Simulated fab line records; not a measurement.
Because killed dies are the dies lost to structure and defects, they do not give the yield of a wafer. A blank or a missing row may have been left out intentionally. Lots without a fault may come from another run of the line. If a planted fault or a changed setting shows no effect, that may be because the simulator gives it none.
Which tool is to blame? / flow nandHarc / 6 lots with 18 wafers sampled at 2 steps, on a route of 1302 steps

== WHAT EACH GAUGE READ, for each wafer ==
NHARC_P_ZERO_WELL_CD_MEAS_52: the cd target is 2000 nm.
lot=L264; measured=day 3 17:47; on=cdSem-02; cdNm (nm)=- - -
lot=L272; measured=day 7 01:53; on=cdSem-01; cdNm (nm)=1998.9 1999.0 1999.4
lot=L274; measured=day 7 21:47; on=cdSem-01; cdNm (nm)=1998.7 1999.2 1999.8
lot=L276; measured=day 8 18:02; on=cdSem-02; cdNm (nm)=2001.2 2001.1 1999.9
lot=L278; measured=day 9 13:38; on=cdSem-03; cdNm (nm)=1998.8 1999.3 2000.7
lot=L281; measured=day 10 19:55; on=cdSem-02; cdNm (nm)=2001.9 1999.2 2001.6

== TOOL THAT RAN EACH LOT (tool first, then ch and the chambers of the sampled wafers, then the start) ==
lot=L264; NHARC_P_ZERO_WELL_EXPOSE_49=krfScanner-03 ch 0, day 3 17:38
lot=L272; NHARC_P_ZERO_WELL_EXPOSE_49=krfScanner-03 ch 0, day 7 01:44
lot=L274; NHARC_P_ZERO_WELL_EXPOSE_49=krfScanner-02 ch 0, day 7 21:38
lot=L276; NHARC_P_ZERO_WELL_EXPOSE_49=krfScanner-01 ch 0, day 8 17:53
lot=L278; NHARC_P_ZERO_WELL_EXPOSE_49=krfScanner-03 ch 0, day 9 13:29
lot=L281; NHARC_P_ZERO_WELL_EXPOSE_49=krfScanner-02 ch 0, day 10 19:45
- NHARC_P_ZERO_WELL_EXPOSE_49: exposes mask P HVPW, target cd 2000 nm.

== THE ANSWER, worked out from the rows above alone ==
Rule: usual is defined by the lots themselves. The widest of any qualifying gaps counts: lots, ordered by their means at a reading, are off when they make up no more than a third of the lots, leave a main group of 4 or more, and stand apart from it by 3 or more times the standard deviation of that group's means. The tables above print the reading to a certain number of digits; a main group whose means all agree to those digits is not used. Also off: a lot with no number at a reading for which 4 or more lots have one. All remaining lots with rows at the step are treated as sound.
Off, at NHARC_P_ZERO_WELL_CD_MEAS_52 on cdNm: L264. Without a number there: L264. For the main group the mean is 1999.9 nm and the standard deviation 0.76.
If a tool, at a process step before that reading, ran all the lots that are off and no sound lot after the first of them, it fits. Those tools and the gauges at NHARC_P_ZERO_WELL_CD_MEAS_52 are tried in the same way. Not one of the candidates tried fits.

== WHAT WAS PUT IN BY THE SIMULATOR ==
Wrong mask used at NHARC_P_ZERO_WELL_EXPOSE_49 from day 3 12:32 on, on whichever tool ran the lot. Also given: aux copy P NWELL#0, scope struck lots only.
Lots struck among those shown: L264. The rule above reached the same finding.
